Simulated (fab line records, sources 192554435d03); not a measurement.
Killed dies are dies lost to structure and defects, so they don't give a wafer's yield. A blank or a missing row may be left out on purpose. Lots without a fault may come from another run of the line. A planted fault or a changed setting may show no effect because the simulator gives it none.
fab line records | flow n5_finfet | part 1 of 2: steps 1 to 29 of 34
record lots=5 wafers=15 last_day=16
route steps=1938 shown BEOL_M0@737 BEOL_M1@751
lots that met no fault: from a run of the same line without faults
start_h: hours from the record's first day to the start of the lot's first wafer shown | wait_h: hours since the lot's step before | " the same as in the row above | L1.1+2: a row that stands for several wafers | - no value, or no start given | * or withheld: withheld | < > ~ a bound
route shown NAME@n: a module of which the file shows steps, and the number in the route of the first | usual: mean/standard deviation of fault-free wafers | same: alike in all rows | chamber/n: place in a boat | sites: the reading at each site | _std_site: their standard deviation | _edge_site: outer sites' mean less inner sites' | radius_mm: how far each site lies from the wafer's centre | mask NAME#n: copy n | behind: the tool/chamber that last shaped the wafer | hold: why the lot was held/for how many hours/how that ended | device: the transistor (n, p or np) that didn't switch | end of line: the same wafers' tests at the end of the route | a step without rows: its recipe alone | killed: dies lost to structure and defects at the first sort, not the wafer's yield | map: a wafer's dies, x killed, . not, _ none there
set.NAME: the setting as run; set.NAME@STEP: as run at that earlier step | model.NAME: the simulator's own value behind a step, which no gauge read
lots at some steps of the route; a table a step, a row a wafer
services: from which hour (start_h, from the record's first day; less than 0 if before it) a tool's chamber was out of use, for how many hours, and why
## steps
# step N5_BEOL_M0_ANNEAL_133
# recipe temp_c=400 time_s=60 ambient=vacuum
# usual heater_power_w=910/140
# columns lot.wafer tool chamber start_h wait_h heater_power_w
L084.4 pvd_sputter-03 - 175.75 0.0 946
L084.5 " - " " 684
L084.6 " - " " 774
L091.3 pvd_sputter-03 - 218.12 0.0 782
L091.4 " - " " 679
L091.5 " - " " 772
L092.3 pvd_sputter-02 - 227.99 0.0 917
L092.5 " - " " 911
L092.6 " - " " 1148
L094.1 pvd_sputter-01 - 240.77 0.0 868
L094.2 " - " " 901
L094.6 " - " " 852
L095.3 pvd_sputter-02 - 242.87 0.0 764
L095.4 " - " " 1129
L095.5 " - " " 876
# step N5_BEOL_M0_SPUTTER_134
# recipe material=Cu target_thk_a=40 temp_c=-20 chamber_pressure_pa=0.07 power_w=withheld time_s=7.37
# usual throttle_valve_pct=30.1/1.1
# columns lot.wafer tool chamber start_h wait_h throttle_valve_pct
L084.4 pvd_sputter-03 - 175.79 0.0 28.9
L084.5 " - " " 30.2
L084.6 " - " " 28.3
L091.3 pvd_sputter-03 - 218.16 0.0 28.4
L091.4 " - " " 30.1
L091.5 " - " " 28.3
L092.3 pvd_sputter-02 - 228.03 0.0 29.6
L092.5 " - " " 31.5
L092.6 " - " " 29.3
L094.1 pvd_sputter-01 - 240.81 0.0 31.1
L094.2 " - " " 29.7
L094.6 " - " " 30.7
L095.3 pvd_sputter-02 - 242.91 0.0 30.4
L095.4 " - " " 29.3
L095.5 " - " " 29.8
# step N5_BEOL_M0_ANNEAL_135
# recipe temp_c=400 time_s=60 ambient=vacuum
# usual heater_power_w=909/140
# columns lot.wafer tool chamber start_h wait_h heater_power_w
L084.4 pvd_sputter-03 - 175.87 0.0 971
L084.5 " - " " 699
L084.6 " - " " 779
L091.3 pvd_sputter-03 - 218.24 0.0 794
L091.4 " - " " 692
L091.5 " - " " 783
L092.3 pvd_sputter-02 - 228.11 0.0 909
L092.5 " - " " 923
L092.6 " - " " 1131
L094.1 pvd_sputter-01 - 240.89 0.0 845
L094.2 " - " " 883
L094.6 " - " " 845
L095.3 pvd_sputter-02 - 242.99 0.0 760
L095.4 " - " " 1147
L095.5 " - " " 923
# step N5_BEOL_M0_SPUTTER_141
# recipe material=Cu target_thk_a=40 temp_c=-20 chamber_pressure_pa=0.07 power_w=withheld time_s=7.37
# usual throttle_valve_pct=30.1/1.1
# columns lot.wafer tool chamber start_h wait_h throttle_valve_pct
L084.4 pvd_sputter-03 - 175.91 0.0 29.0
L084.5 " - " " 30.1
L084.6 " - " " 28.4
L091.3 pvd_sputter-03 - 218.28 0.0 28.5
L091.4 " - " " 30.1
L091.5 " - " " 28.6
L092.3 pvd_sputter-02 - 228.15 0.0 29.7
L092.5 " - " " 31.2
L092.6 " - " " 28.7
L094.1 pvd_sputter-01 - 240.93 0.0 30.9
L094.2 " - " " 29.5
L094.6 " - " " 31.0
L095.3 pvd_sputter-02 - 243.03 0.0 30.2
L095.4 " - " " 29.0
L095.5 " - " " 29.9
# step N5_BEOL_M0_ECD_118
# recipe material=Cu target_thk_a=3000
# columns lot.wafer tool chamber start_h wait_h
L084.4+5+6 ecd_cu-02 0,0,1 176.05 0.1
L091.3+4+5 ecd_cu-02 0,1,1 218.42 0.1
L092.3+5+6 ecd_cu-01 0,0,1 228.28 0.1
L094.1+2+6 ecd_cu-01 1,0,1 241.05 0.1
L095.3+4+5 ecd_cu-01 1,0,0 243.16 0.1
# step N5_BEOL_M0_ANNEAL_119
# recipe temp_c=225 time_s=90 ambient=N2
# usual wafer_temp_C_max=225.87/0.22
# columns lot.wafer tool chamber start_h wait_h wafer_temp_C_max
L084.4 rtp_anneal-01 0 176.24 0.2 225.78
L084.5 " 0 " " 225.93
L084.6 " 0 " " 225.94
L091.3 rtp_anneal-02 0 218.97 0.5 226.00
L091.4 " 0 " " 225.87
L091.5 " 0 " " 225.79
L092.3 rtp_anneal-02 0 228.43 0.1 225.87
L092.5 " 0 " " 225.82
L092.6 " 0 " " 225.76
L094.1 rtp_anneal-01 0 241.13 0.1 225.87
L094.2 " 0 " " 225.90
L094.6 " 0 " " 225.83
L095.3 rtp_anneal-02 0 243.31 0.1 225.83
L095.4 " 0 " " 226.07
L095.5 " 0 " " 225.99
# step N5_BEOL_M0_CMP_120
# recipe stop_on=SiOC t_overpolish_s=6.9 down_force_psi=1 platen_rpm=50 clearing_platen_down_force_psi=1.5 clearing_platen_rpm=50 post_cmp_clean=cu_alkaline clearing_platen_pad_velocity_m_s=0.99484 pad_velocity_m_s=0.99484
# usual barrier_field_endpoint_s=3.63/0.12 motor_current_A=5.9/0.53 overpolish_run_s=6.900/0.0086 retaining_ring_pressure_frac=1.001/0.005 time_to_endpoint_s=62/3.5
# columns lot.wafer tool chamber start_h wait_h barrier_field_endpoint_s motor_current_A overpolish_run_s retaining_ring_pressure_frac time_to_endpoint_s
L084.4 cmp-01 3 176.41 0.1 3.62 7.3 6.902 0.992 62
L084.6 " 3 " " 3.56 7.1 6.901 0.997 60
L084.5 " 0 " " 3.49 6.0 6.905 1.002 61
L091.3 cmp-02 2 219.22 0.2 3.66 5.7 6.897 1.000 63
L091.4 " 0 " " 3.65 6.6 6.905 1.005 60
L091.5 " 2 " " 3.62 5.7 6.897 0.994 62
L092.3 cmp-03 2 228.75 0.3 3.66 5.9 6.893 0.997 63
L092.6 " 3 " " 3.71 5.9 6.892 1.000 57
L092.5 " 0 " " 3.44 5.6 6.892 1.008 61
L094.1 cmp-01 0 241.42 0.3 3.62 5.9 6.891 1.012 61
L094.2 " 2 " " 3.52 5.5 6.914 0.999 59
L094.6 " 1 " " 3.74 6.0 6.898 0.999 66
L095.3 cmp-03 2 243.52 0.2 3.65 5.6 6.905 0.998 61
L095.4 " 0 " " 3.78 5.6 6.891 0.997 67
L095.5 " 2 " " 3.56 5.5 6.905 0.998 62
# step N5_BEOL_M0_PRE_CLEAN_131
# recipe gas=NH3/H2 time_s=15 temp_c=* rf_power_w=300
# usual heater_power_w=82/7.5
# columns lot.wafer tool chamber start_h wait_h heater_power_w
L084.4 cvd_co-02 2 176.76 0.1 88
L084.5 " 1 " " 74
L084.6 " 0 " " 86
L091.3 cvd_co-01 1 219.51 0.0 76
L091.4 " 0 " " 93
L091.5 " 1 " " 75
L092.3 cvd_co-02 0 228.97 0.0 86
L092.5 " 2 " " 91
L092.6 " 1 " " 75
L094.1 cvd_co-01 2 241.76 0.0 71
L094.2 " 0 " " 91
L094.6 " 0 " " 94
L095.3 cvd_co-02 2 243.85 0.0 92
L095.4 " 1 " " 75
L095.5 " 0 " " 86
# step N5_BEOL_M0_CO_CAP_123
# recipe material=Co target_thk_a=20 temp_c=200 precursor=CCTBA/H2 pressure_torr=30 time_s=102.1
# usual heater_power_w=233/9.7
# columns lot.wafer tool chamber start_h wait_h heater_power_w
L084.4 cvd_co-02 2 176.81 0.0 239
L084.5 " 1 " " 224
L084.6 " 0 " " 238
L091.3 cvd_co-01 1 219.55 0.0 224
L091.4 " 0 " " 242
L091.5 " 1 " " 220
L092.3 cvd_co-02 0 229.01 0.0 233
L092.5 " 2 " " 242
L092.6 " 1 " " 224
L094.1 cvd_co-01 2 241.80 0.0 222
L094.2 " 0 " " 242
L094.6 " 0 " " 250
L095.3 cvd_co-02 2 243.89 0.0 243
L095.4 " 1 " " 216
L095.5 " 0 " " 239
# step N5_BEOL_M0_PRE_CLEAN_124
# recipe gas=NH3 time_s=15 temp_c=withheld rf_power_w=300
# columns lot.wafer tool chamber start_h wait_h
L084.4+5+6 pecvd-01 2,1,0 176.88 0.0
L091.3+4+5 pecvd-04 2,2,1 219.64 0.1
L092.3+5+6 pecvd-03 0,1,2 229.10 0.1
L094.1+2+6 pecvd-04 2,0,0 241.90 0.1
L095.3+4+5 pecvd-03 1,2,1 243.99 0.1
# step N5_BEOL_M0_DEP_125
# recipe material=SiCN target_thk_a=80 temp_c=withheld precursor=3MS/NH3 pressure_torr=3 rf_w=202 time_s=14
# usual showerhead_plenum_p_Torr=3.669/0.013 throttle_valve_pct=9.0/0.52
# columns lot.wafer tool chamber start_h wait_h showerhead_plenum_p_Torr throttle_valve_pct
L084.4 pecvd-01 2 176.91 0.0 3.675 9.2
L084.5 " 1 " " 3.673 9.3
L084.6 " 0 " " 3.661 8.7
L091.3 pecvd-04 2 219.67 0.0 3.682 8.0
L091.4 " 2 " " 3.680 8.0
L091.5 " 1 " " 3.651 10.2
L092.3 pecvd-03 0 229.13 0.0 3.649 9.2
L092.5 " 1 " " 3.687 9.4
L092.6 " 2 " " 3.652 8.6
L094.1 pecvd-04 2 241.93 0.0 3.693 8.0
L094.2 " 0 " " 3.650 8.8
L094.6 " 0 " " 3.653 9.1
L095.3 pecvd-03 1 244.01 0.0 3.688 9.4
L095.4 " 2 " " 3.663 8.6
L095.5 " 1 " " 3.688 9.1
# step N5_BEOL_M0_RS_MEAS_126
# recipe thk_meas_gauge=four-point-probe reads=Co_of_BEOL_M0_CO_CAP_123+Cu_of_BEOL_M0_ECD_118+Co_of_BEOL_M0_CVD_115+TaN_of_BEOL_M0_ALD_136
# usual M0_RS=0.534/0.02
# columns lot.wafer tool chamber start_h wait_h M0_RS[ohm/sq]
L084.4 film_metro-01 - 176.96 0.0 0.519
L084.5 " - " " 0.547
L084.6 " - " " 0.528
L091.3 film_metro-01 - 219.73 0.1 0.496
L091.4 " - " " 0.526
L091.5 " - " " 0.494
L092.3 film_metro-01 - 229.19 0.1 0.573
L092.5 " - " " 0.529
L092.6 " - " " 0.571
L094.1 film_metro-01 - 241.99 0.0 0.549
L094.2 " - " " 0.556
L094.6 " - " " 0.505
L095.3 film_metro-01 - 244.08 0.1 0.551
L095.4 " - " " 0.517
L095.5 " - " " 0.527
# step N5_BEOL_M0_INSPECT_127
# recipe inspect_instrument=darkfield mode=post_dep
# usual raw_defect_count=77/27
# columns lot.wafer tool chamber start_h wait_h raw_defect_count
L084.4 defect_inspect-01 - 176.99 0.0 109
L084.5 " - " " 75
L084.6 " - " " 131
L091.3 defect_inspect-01 - 219.76 0.0 53
L091.4 " - " " 51
L091.5 " - " " 45
L092.3 defect_inspect-01 - 229.22 0.0 65
L092.5 " - " " 72
L092.6 " - " " 88
L094.1 defect_inspect-01 - 242.02 0.0 103
L094.2 " - " " 137
L094.6 " - " " 103
L095.3 defect_inspect-01 - 244.10 0.0 67
L095.4 " - " " 53
L095.5 " - " " 114
# step N5_BEOL_M1_ILD_DEP_00
# recipe material=SiOC target_thk_a=790 temp_c=350 precursor=DEMS/O2 pressure_torr=5 rf_w=500 time_s=15.3
# usual heater_power_w=487/49 showerhead_plenum_p_Torr=5.698/0.013 throttle_valve_pct=12.0/0.76
# columns lot.wafer tool chamber start_h wait_h heater_power_w showerhead_plenum_p_Torr throttle_valve_pct
L084.4 pecvd-02 0 177.04 0.1 485 5.699 12.6
L084.5 " 1 " " 465 5.689 12.2
L084.6 " 2 " " 504 5.702 11.6
L091.3 pecvd-02 2 219.80 0.0 448 5.708 11.5
L091.4 " 0 " " 546 5.694 12.8
L091.5 " 2 " " 459 5.692 11.5
L092.3 pecvd-02 0 229.26 0.0 561 5.699 12.8
L092.5 " 0 " " 578 5.694 12.8
L092.6 " 2 " " 487 5.693 11.7
L094.1 pecvd-02 0 242.05 0.0 555 5.681 12.6
L094.2 " 1 " " 510 5.693 12.3
L094.6 " 2 " " 467 5.696 11.7
L095.3 pecvd-03 0 244.14 0.0 477 5.700 12.0
L095.4 " 1 " " 506 5.729 12.2
L095.5 " 2 " " 414 5.689 11.3
# step N5_BEOL_M1_THK_MEAS_01
# recipe reads=SiOC_of_BEOL_M1_ILD_DEP_00
# usual M1_ILD_THK=79.1/1.1
# columns lot.wafer tool chamber start_h wait_h M1_ILD_THK[nm]
L084.4 film_metro-02 - 177.09 0.0 80.5
L084.5 " - " " 80.3
L084.6 " - " " 80.3
L091.3 film_metro-01 - 219.86 0.1 78.2
L091.4 " - " " 79.9
L091.5 " - " " 80.3
L092.3 film_metro-02 - 229.32 0.1 77.6
L092.5 " - " " 79.9
L092.6 " - " " 79.8
L094.1 film_metro-01 - 242.12 0.0 78.1
L094.2 " - " " 79.3
L094.6 " - " " 80.4
L095.3 film_metro-01 - 244.21 0.1 77.2
L095.4 " - " " 79.7
L095.5 " - " " 78.4
# step N5_BEOL_M1_PECVD_72
# recipe material=SiO2 target_thk_a=160 temp_c=400 precursor=TEOS/O2 pressure_torr=5.5 rf_w=450 teos_flow_sccm=53.8 gas=O2 flow_sccm=3000 time_s=18
# usual heater_power_w=714/68 showerhead_plenum_p_Torr=8.80/0.052 throttle_valve_pct=22.5/1.3
# columns lot.wafer tool chamber start_h wait_h heater_power_w showerhead_plenum_p_Torr throttle_valve_pct
L084.4 pecvd-02 1 177.14 0.1 774 8.79 23.0
L084.5 " 0 " " 831 8.79 24.2
L084.6 " 2 " " 678 8.83 21.8
L091.3 pecvd-04 0 219.90 0.0 678 8.70 22.1
L091.4 " 0 " " 676 8.72 22.1
L091.5 " 1 " " 734 8.76 24.2
L092.3 pecvd-04 2 229.36 0.0 638 8.89 19.6
L092.5 " 2 " " 657 8.90 19.8
L092.6 " 1 " " 803 8.76 24.5
L094.1 pecvd-04 2 242.16 0.0 701 8.92 20.0
L094.2 " 0 " " 628 8.74 22.1
L094.6 " 2 " " 722 8.89 19.9
L095.3 pecvd-03 0 244.24 0.0 707 8.77 22.8
L095.4 " 1 " " 674 8.90 22.9
L095.5 " 0 " " 702 8.77 22.8
# step N5_BEOL_M1_HM_DEP_02
# recipe material=TiN target_thk_a=200 temp_c=25 chamber_pressure_pa=0.49996
# usual throttle_valve_pct=30.1/1.1
# columns lot.wafer tool chamber start_h wait_h throttle_valve_pct
L084.4 pvd_sputter-03 - 179.11 1.9 28.4
L084.5 " - " " 31.7
L084.6 " - " " 28.9
L091.3 pvd_sputter-03 - 220.94 1.0 30.1
L091.4 " - " " 29.2
L091.5 " - " " 28.2
L092.3 pvd_sputter-02 - 230.97 1.6 30.1
L092.5 " - " " 29.1
L092.6 " - " " 31.6
L094.1 pvd_sputter-02 - 243.35 1.2 30.3
L094.2 " - " " 30.2
L094.6 " - " " 29.9
L095.3 pvd_sputter-01 - 246.43 2.2 31.1
L095.4 " - " " 29.5
L095.5 " - " " 31.2
# step N5_BEOL_M1_COAT_61
# recipe resist=SOC temp_c=250 time_s=60 spin_rpm=1500 resist_thk_nm=60
# columns lot.wafer tool chamber start_h wait_h
L084.4+5+6 litho_track-01 0 179.23 0.1
L091.3+4+5 litho_track-04 0 221.07 0.1
L092.3+5+6 litho_track-04 0 231.09 0.1
L094.1+2+6 litho_track-04 0 243.47 0.1
L095.3+4+5 litho_track-01 0 246.56 0.1
# step N5_BEOL_M1_COAT_62
# recipe resist=SiARC temp_c=220 time_s=60 spin_rpm=1500 resist_thk_nm=12
# columns lot.wafer tool chamber start_h wait_h
L084.4+5+6 litho_track-01 0 - -
L091.3+4+5 litho_track-04 0 - -
L092.3+5+6 litho_track-04 0 - -
L094.1+2+6 litho_track-04 0 - -
L095.3+4+5 litho_track-01 0 - -
# step N5_BEOL_M1_COAT_73
# recipe resist=underlayer temp_c=205 time_s=60 spin_rpm=1500 resist_thk_nm=5
# columns lot.wafer tool chamber start_h wait_h
L084.4+5+6 litho_track-01 0 - -
L091.3+4+5 litho_track-04 0 - -
L092.3+5+6 litho_track-04 0 - -
L094.1+2+6 litho_track-04 0 - -
L095.3+4+5 litho_track-01 0 - -
# step N5_BEOL_M1_COAT_05
# recipe resist=CAR-EUV spin_rpm=1500 resist_thk_nm=30
# columns lot.wafer tool chamber start_h wait_h
L084.4+5+6 litho_track-01 0 - -
L091.3+4+5 litho_track-04 0 - -
L092.3+5+6 litho_track-04 0 - -
L094.1+2+6 litho_track-04 0 - -
L095.3+4+5 litho_track-01 0 - -
# step N5_BEOL_M1_EBR_07
# recipe solvent=PGMEA ebr_width_mm=1.5
# same ebr_width_mm=1.5
# columns lot.wafer tool chamber start_h wait_h
L084.4+5+6 litho_track-01 0 - -
L091.3+4+5 litho_track-04 0 - -
L092.3+5+6 litho_track-04 0 - -
L094.1+2+6 litho_track-04 0 - -
L095.3+4+5 litho_track-01 0 - -
# step N5_BEOL_M1_SOFTBAKE_06
# recipe temp_c=110 time_s=60 resist=CAR-EUV
# columns lot.wafer tool chamber start_h wait_h
L084.4+5+6 litho_track-01 0 - -
L091.3+4+5 litho_track-04 0 - -
L092.3+5+6 litho_track-04 0 - -
L094.1+2+6 litho_track-04 0 - -
L095.3+4+5 litho_track-01 0 - -
# step N5_BEOL_M1_EXPOSE_08
# recipe mask_id=M1 na=0.33 source_shape=dipole sigma_inner=0.369 sigma_outer=0.767 polarization=unpolarized dose_mj=33
# usual reticle_temp_C=22.97/0.11
# columns lot.wafer tool chamber start_h wait_h mask reticle_temp_C
L084.4 euv_scanner-01 0 179.51 - M1#0 22.99
L084.5 " 0 " " M1#0 22.87
L084.6 " 0 " " M1#0 22.77
L091.3 euv_scanner-01 0 221.23 - M1#0 22.95
L091.4 " 0 " " M1#0 22.93
L091.5 " 0 " " M1#0 22.79
L092.3 euv_scanner-01 0 231.25 - M1#0 22.89
L092.5 " 0 " " M1#0 23.01
L092.6 " 0 " " M1#0 22.91
L094.1 euv_scanner-01 0 243.61 - M1#0 23.12
L094.2 " 0 " " M1#0 23.07
L094.6 " 0 " " M1#0 23.15
L095.3 euv_scanner-01 0 246.71 - M1#0 23.16
L095.4 " 0 " " M1#0 23.24
L095.5 " 0 " " M1#0 23.28
# step N5_BEOL_M1_PEB_09
# recipe peb_temp_c=100 peb_time_s=60 resist=CAR-EUV
# columns lot.wafer tool chamber start_h wait_h
L084.4+5+6 litho_track-03 0 179.56 0.0
L091.3+4+5 litho_track-03 0 221.28 0.0
L092.3+5+6 litho_track-03 0 231.29 0.0
L094.1+2+6 litho_track-03 0 243.67 0.1
L095.3+4+5 litho_track-01 0 246.76 0.0
# step N5_BEOL_M1_DEVELOP_10
# recipe develop_time_s=30 developer=TMAH resist=CAR-EUV rinse_liquid=surfactant_rinse dry=air_spin dev_temp_c=23
# columns lot.wafer tool chamber start_h wait_h
L084.4+5+6 litho_track-03 0 - -
L091.3+4+5 litho_track-03 0 - -
L092.3+5+6 litho_track-03 0 - -
L094.1+2+6 litho_track-03 0 - -
L095.3+4+5 litho_track-01 0 - -
# step N5_BEOL_M1_CD_MEAS_11
# recipe target_cd_nm=17.05 landing_energy_ev=500 detector=se_inlens polarity=opening
# usual cd_nm=17.02/0.26
# columns lot.wafer tool chamber start_h wait_h cd_nm
L084.4 cd_sem-02 0 179.63 - 17.37
L084.5 " 0 " " 16.85
L084.6 " 0 " " 16.83
L091.3 cd_sem-02 0 221.35 - 17.01
L091.4 " 0 " " 17.15
L091.5 " 0 " " 17.33
L092.3 cd_sem-01 0 231.36 - 16.89
L092.5 " 0 " " 16.81
L092.6 " 0 " " 16.84
L094.1 cd_sem-03 0 243.74 - 17.38
L094.2 " 0 " " 16.55
L094.6 " 0 " " 16.79
L095.3 cd_sem-01 0 246.82 - 16.80
L095.4 " 0 " " 16.93
L095.5 " 0 " " 16.74
# step N5_BEOL_M1_OVL_MEAS_12
# recipe points_per_wafer=522
# usual M1_OVL=0.4/0.61
# columns lot.wafer tool chamber start_h wait_h M1_OVL[nm]
L084.4 overlay-01 0 179.67 0.0 0.9
L084.5 " 0 " " 0.5
L084.6 " 0 " " 1.5
L091.3 overlay-02 0 221.39 0.0 1.4
L091.4 " 0 " " 1.3
L091.5 " 0 " " 0.8
L092.3 overlay-02 0 231.40 0.0 1.1
L092.5 " 0 " " 0.9
L092.6 " 0 " " 0.2
L094.1 overlay-01 0 243.77 0.0 0.7
L094.2 " 0 " " 0.7
L094.6 " 0 " " 1.2
L095.3 overlay-02 0 246.86 0.0 0.2
L095.4 " 0 " " 0.7
L095.5 " 0 " " 0.0
# step N5_BEOL_M1_INSPECT_13
# recipe mode=adi inspect_instrument=brightfield
# usual raw_defect_count=434/120
# columns lot.wafer tool chamber start_h wait_h raw_defect_count
L084.4 defect_inspect-02 - 179.71 0.0 427
L084.5 " - " " 349
L084.6 " - " " 380
L091.3 defect_inspect-01 - 221.43 0.0 467
L091.4 " - " " 473
L091.5 " - " " 416
L092.3 defect_inspect-02 - 231.45 0.0 394
L092.5 " - " " 662
L092.6 " - " " 651
L094.1 defect_inspect-01 - 243.83 0.1 320
L094.2 " - " " 487
L094.6 " - " " 393
L095.3 defect_inspect-01 - 246.91 0.0 525
L095.4 " - " " 538
L095.5 " - " " 501
